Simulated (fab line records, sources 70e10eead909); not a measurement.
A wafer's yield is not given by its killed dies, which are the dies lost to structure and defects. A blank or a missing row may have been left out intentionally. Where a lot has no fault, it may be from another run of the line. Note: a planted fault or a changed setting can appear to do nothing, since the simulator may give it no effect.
The tool behind it: which one? / flow nandHarc / 18 wafers from 6 lots sampled at 3 of the route's 1159 steps

== WHAT EACH GAUGE READ, for each wafer ==
NHARC_P_GATE_CD_MEAS_91: target cd 2000 nm.
lot=L137; measured=day 5 17:25; on=cdSem-02; cdNm (nm)=1999.1 1998.4 1999.3
lot=L138; measured=day 6 07:17; on=cdSem-03; cdNm (nm)=2001.3 1999.9 1998.9
lot=L140; measured=day 6 15:44; on=cdSem-01; cdNm (nm)=- - -
lot=L151; measured=day 9 09:25; on=cdSem-01; cdNm (nm)=1998.2 1998.1 1997.8
lot=L154; measured=day 9 21:46; on=cdSem-02; cdNm (nm)=1997.4 2001.4 1999.9
lot=L156; measured=day 10 17:09; on=cdSem-01; cdNm (nm)=2000.3 2001.0 1998.4

== WHICH TOOL RAN EACH LOT (tool, then ch and the chambers of the sampled wafers, then the start) ==
lot=L137; NHARC_P_GATE_STRIP_75=plasmaAsher-02 ch 0,1, day 5 14:47; NHARC_P_GATE_EXPOSE_88=krfScanner-04 ch 0, day 5 17:16
lot=L138; NHARC_P_GATE_STRIP_75=plasmaAsher-01 ch 0,1, day 6 04:39; NHARC_P_GATE_EXPOSE_88=krfScanner-01 ch 0, day 6 07:08
lot=L140; NHARC_P_GATE_STRIP_75=plasmaAsher-01 ch 0,1, day 6 13:06; NHARC_P_GATE_EXPOSE_88=krfScanner-04 ch 0, day 6 15:35
lot=L151; NHARC_P_GATE_STRIP_75=plasmaAsher-01 ch 0,1, day 9 06:52; NHARC_P_GATE_EXPOSE_88=krfScanner-04 ch 0, day 9 09:16
lot=L154; NHARC_P_GATE_STRIP_75=plasmaAsher-01 ch 0,1, day 9 19:07; NHARC_P_GATE_EXPOSE_88=krfScanner-04 ch 0, day 9 21:36
lot=L156; NHARC_P_GATE_STRIP_75=plasmaAsher-02 ch 0,1, day 10 14:37; NHARC_P_GATE_EXPOSE_88=krfScanner-03 ch 0, day 10 16:59
- NHARC_P_GATE_STRIP_75: strips in O2.
- NHARC_P_GATE_EXPOSE_88: exposes mask P HVN, target cd 2000 nm.

== THE ANSWER, worked out from the rows above alone ==
Rule: the usual values come from the lots themselves. The widest of any qualifying gaps counts: lots, ordered by their means at a reading, are off when they make up no more than a third of the lots, leave a main group of 4 or more, and stand apart from it by 3 or more times the standard deviation of that group's means. If all means in a main group match to the digits the tables above print for the reading, that group is not used. Also off: a lot with no number at a reading for which 4 or more lots have one. Where the step has rows for the other lots, those lots are counted as sound.
Off: L140, at NHARC_P_GATE_CD_MEAS_91 (cdNm). Without a number there: L140. Main group: mean 1999.3 nm, sd 0.74.
A tool fits if, at a process step before that reading, it ran every lot that is off, and no sound lot after the first of them. The gauges at NHARC_P_GATE_CD_MEAS_91 are tried like those tools. Not one of the candidates tried fits.

== WHAT WAS PUT IN BY THE SIMULATOR ==
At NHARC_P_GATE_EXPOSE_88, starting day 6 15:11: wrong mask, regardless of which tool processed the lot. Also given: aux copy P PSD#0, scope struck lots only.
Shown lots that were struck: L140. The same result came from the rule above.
